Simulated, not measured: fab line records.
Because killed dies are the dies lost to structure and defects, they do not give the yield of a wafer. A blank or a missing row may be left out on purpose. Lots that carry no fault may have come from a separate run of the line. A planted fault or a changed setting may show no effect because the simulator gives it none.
Split-lot study :: flow n5Finfet :: on a route of 1938 steps: 7 lots, 21 wafers read

== SPLIT DETAILS ==
At N5_SDB_COAT_03 (time 60 s, resist thk 100 nm), the setting spinRpm was moved away from the recipe's 1500 rpm on 7 of the 21 wafers read, by -10.1% to +5.5%. This setting was run at the recipe's value on the other wafers.

== FROM THE SPLIT TO THE READING: what the file shows between them, 8 steps ==
- N5_SDB_COAT_04: time 60 s, resist thk 18 nm (also split here: spinRpm)
- N5_SDB_COAT_05: resist thk 90 nm
- N5_SDB_EBR_07
- N5_SDB_DESCUM_16: chemistry O2, time 7.9 s
- N5_SDB_ETCH_17: etches SiARC in CF4, target depth 23.4 nm, time 39 s
- N5_SDB_ETCH_18: etches SOC in N2/H2, target depth 100 nm, overetch 20 nm, time 150 s
- N5_SDB_STRIP_19: strips in N2/H2
- N5_SDB_STRIP_21: strips in CF4

== THE READING ==
SOC_of_SDB_COAT_03.thkNm (the simulator's own value, which no gauge read), in nm, at N5_SDB_HM_OPEN_20 (chemistry CH3F/O2, target SiNx, stops on poly-Si, target depth 24 nm). The file gives no usual value for it. Here, 14 wafers ran the recipe; their average is 83.9 nm with a standard deviation of 0.19 nm.

wafer: L076.1
tool, chamber at the split: lithoTrack-03, 0
spinRpm as run, rpm: 1500
against the recipe: recipe
SOC_of_SDB_COAT_03.thkNm, nm: 84.2
against lot-mates on the recipe: -

wafer: L076.2
tool, chamber at the split: lithoTrack-03, 0
spinRpm as run, rpm: 1500
against the recipe: recipe
SOC_of_SDB_COAT_03.thkNm, nm: 84
against lot-mates on the recipe: -

wafer: L076.3
tool, chamber at the split: lithoTrack-03, 0
spinRpm as run, rpm: 1583
against the recipe: +5.5%
SOC_of_SDB_COAT_03.thkNm, nm: 81.6
against lot-mates on the recipe: -2.5

wafer: L077.1
tool, chamber at the split: lithoTrack-05, 0
spinRpm as run, rpm: 1500
against the recipe: recipe
SOC_of_SDB_COAT_03.thkNm, nm: 83.8
against lot-mates on the recipe: -

wafer: L077.4
tool, chamber at the split: lithoTrack-05, 0
spinRpm as run, rpm: 1500
against the recipe: recipe
SOC_of_SDB_COAT_03.thkNm, nm: 83.8
against lot-mates on the recipe: -

wafer: L077.6
tool, chamber at the split: lithoTrack-05, 0
spinRpm as run, rpm: 1356
against the recipe: -9.6%
SOC_of_SDB_COAT_03.thkNm, nm: 89.6
against lot-mates on the recipe: +5.8

wafer: L080.2
tool, chamber at the split: lithoTrack-03, 0
spinRpm as run, rpm: 1349
against the recipe: -10.1%
SOC_of_SDB_COAT_03.thkNm, nm: 89.6
against lot-mates on the recipe: +5.4

wafer: L080.3
tool, chamber at the split: lithoTrack-03, 0
spinRpm as run, rpm: 1500
against the recipe: recipe
SOC_of_SDB_COAT_03.thkNm, nm: 84.2
against lot-mates on the recipe: -

wafer: L080.5
tool, chamber at the split: lithoTrack-03, 0
spinRpm as run, rpm: 1349
against the recipe: -10.1%
SOC_of_SDB_COAT_03.thkNm, nm: 90
against lot-mates on the recipe: +5.8

wafer: L083.2
tool, chamber at the split: lithoTrack-05, 0
spinRpm as run, rpm: 1500
against the recipe: recipe
SOC_of_SDB_COAT_03.thkNm, nm: 83.6
against lot-mates on the recipe: -

wafer: L083.4
tool, chamber at the split: lithoTrack-05, 0
spinRpm as run, rpm: 1429
against the recipe: -4.7%
SOC_of_SDB_COAT_03.thkNm, nm: 86.4
against lot-mates on the recipe: +2.8

wafer: L083.6
tool, chamber at the split: lithoTrack-05, 0
spinRpm as run, rpm: 1429
against the recipe: -4.7%
SOC_of_SDB_COAT_03.thkNm, nm: 87
against lot-mates on the recipe: +3.4

wafer: L084.2
tool, chamber at the split: lithoTrack-02, 0
spinRpm as run, rpm: 1500
against the recipe: recipe
SOC_of_SDB_COAT_03.thkNm, nm: 84
against lot-mates on the recipe: -

wafer: L084.6
tool, chamber at the split: lithoTrack-02, 0
spinRpm as run, rpm: 1500
against the recipe: recipe
SOC_of_SDB_COAT_03.thkNm, nm: 84
against lot-mates on the recipe: -

wafer: L084.4
tool, chamber at the split: lithoTrack-02, 0
spinRpm as run, rpm: 1428
against the recipe: -4.8%
SOC_of_SDB_COAT_03.thkNm, nm: 86.6
against lot-mates on the recipe: +2.6

wafer: L093.1
tool, chamber at the split: lithoTrack-02, 0
spinRpm as run, rpm: 1500
against the recipe: recipe
SOC_of_SDB_COAT_03.thkNm, nm: 84
against lot-mates on the recipe: -

wafer: L093.2
tool, chamber at the split: lithoTrack-02, 0
spinRpm as run, rpm: 1500
against the recipe: recipe
SOC_of_SDB_COAT_03.thkNm, nm: 84.2
against lot-mates on the recipe: -

wafer: L093.4
tool, chamber at the split: lithoTrack-02, 0
spinRpm as run, rpm: 1500
against the recipe: recipe
SOC_of_SDB_COAT_03.thkNm, nm: 83.6
against lot-mates on the recipe: -

wafer: L094.2
tool, chamber at the split: lithoTrack-03, 0
spinRpm as run, rpm: 1500
against the recipe: recipe
SOC_of_SDB_COAT_03.thkNm, nm: 83.8
against lot-mates on the recipe: -

wafer: L094.3
tool, chamber at the split: lithoTrack-03, 0
spinRpm as run, rpm: 1500
against the recipe: recipe
SOC_of_SDB_COAT_03.thkNm, nm: 83.8
against lot-mates on the recipe: -

wafer: L094.4
tool, chamber at the split: lithoTrack-03, 0
spinRpm as run, rpm: 1500
against the recipe: recipe
SOC_of_SDB_COAT_03.thkNm, nm: 84
against lot-mates on the recipe: -

THE FIT
A straight line over all 21 wafers: SOC_of_SDB_COAT_03.thkNm changes by -0.564 nm for each +1% of spinRpm; r = -0.99; the points scatter about the line by 0.28 nm.
The same after taking each lot's own level away (the mean of its wafers on the recipe; 21 wafers): -0.562 nm for each +1%; r = -0.99; scatter 0.26 nm.
According to that fit, moving spinRpm by its largest amount changes the reading by 5.7 nm.
The lots' own levels span 83.60 to 84.20 nm, that is 3.1 times the standard deviation above.
The two slopes agree, so the slope changes little with the lot-to-lot level.
Check: for one of the wafers moved furthest among these (-10.1%), held out of the fit, the line's prediction against its lot-mates is +5.85 nm. Against them it came out at +5.4 nm.

== THESE WAFERS: OTHER SPLITS ==
Other splits were also applied to these wafers ahead of the reading. Each is held against what the fit with the lots' levels taken away leaves over:
other split on the same wafers: N5_WELL_APT_PEB_06 pebTimeS
wafers away from the commonest value: 5
r with SOC_of_SDB_COAT_03.thkNm (lot level and that fit taken away): +0.30

other split on the same wafers: N5_FIN_SAQP_SPACER1_ALD_24 tempC
wafers away from the commonest value: 12
r with SOC_of_SDB_COAT_03.thkNm (lot level and that fit taken away): -0.41

other split on the same wafers: N5_FIN_CUT_CUT_ETCH_15 biasW
wafers away from the commonest value: as run: not given for these wafers
r with SOC_of_SDB_COAT_03.thkNm (lot level and that fit taken away): -

other split on the same wafers: N5_SD_EPI_N_EPI_21 epiGrowthTimeS
wafers away from the commonest value: 6
r with SOC_of_SDB_COAT_03.thkNm (lot level and that fit taken away): +0.33

other split on the same wafers: N5_SD_EPI_N_PRECLEAN_49 timeS
wafers away from the commonest value: 1
r with SOC_of_SDB_COAT_03.thkNm (lot level and that fit taken away): +0.07

other split on the same wafers: N5_SDB_COAT_04 spinRpm
wafers away from the commonest value: 8
r with SOC_of_SDB_COAT_03.thkNm (lot level and that fit taken away): +0.16

== THE WHOLE CHAIN: every reading that the file lists as answering this split, in the file's order ==
step: N5_SDB_COAT_03
what it does: time 60 s, resist thk 100 nm
reading: SOC_of_SDB_COAT_03.thkNm (the simulator's own value, which no gauge read)
change (the file's fit): -0.547 nm for each +1% of the setting
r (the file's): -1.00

step: N5_SDB_ETCH_18
what it does: etches SOC in N2/H2, target depth 100 nm, overetch 20 nm, time 150 s
reading: etch.depthNm (the simulator's own value, which no gauge read)
change (the file's fit): -0.546 nm for each +1% of the setting
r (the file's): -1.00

step: N5_SDB_HM_OPEN_20
what it does: chemistry CH3F/O2, target SiNx, stops on poly-Si, target depth 24 nm
reading: SOC_of_SDB_COAT_03.thkNm (the simulator's own value, which no gauge read)
change (the file's fit): -0.568 nm for each +1% of the setting
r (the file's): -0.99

step: N5_SDB_STRIP_22
what it does: strips in N2/H2
reading: stripTimeToEndpointS
change (the file's fit): withheld for each +1% of the setting
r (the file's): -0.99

== THE FILE'S OWN FIT ==
SOC_of_SDB_COAT_03.thkNm changes by -0.568 nm for each +1% of spinRpm, r = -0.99.
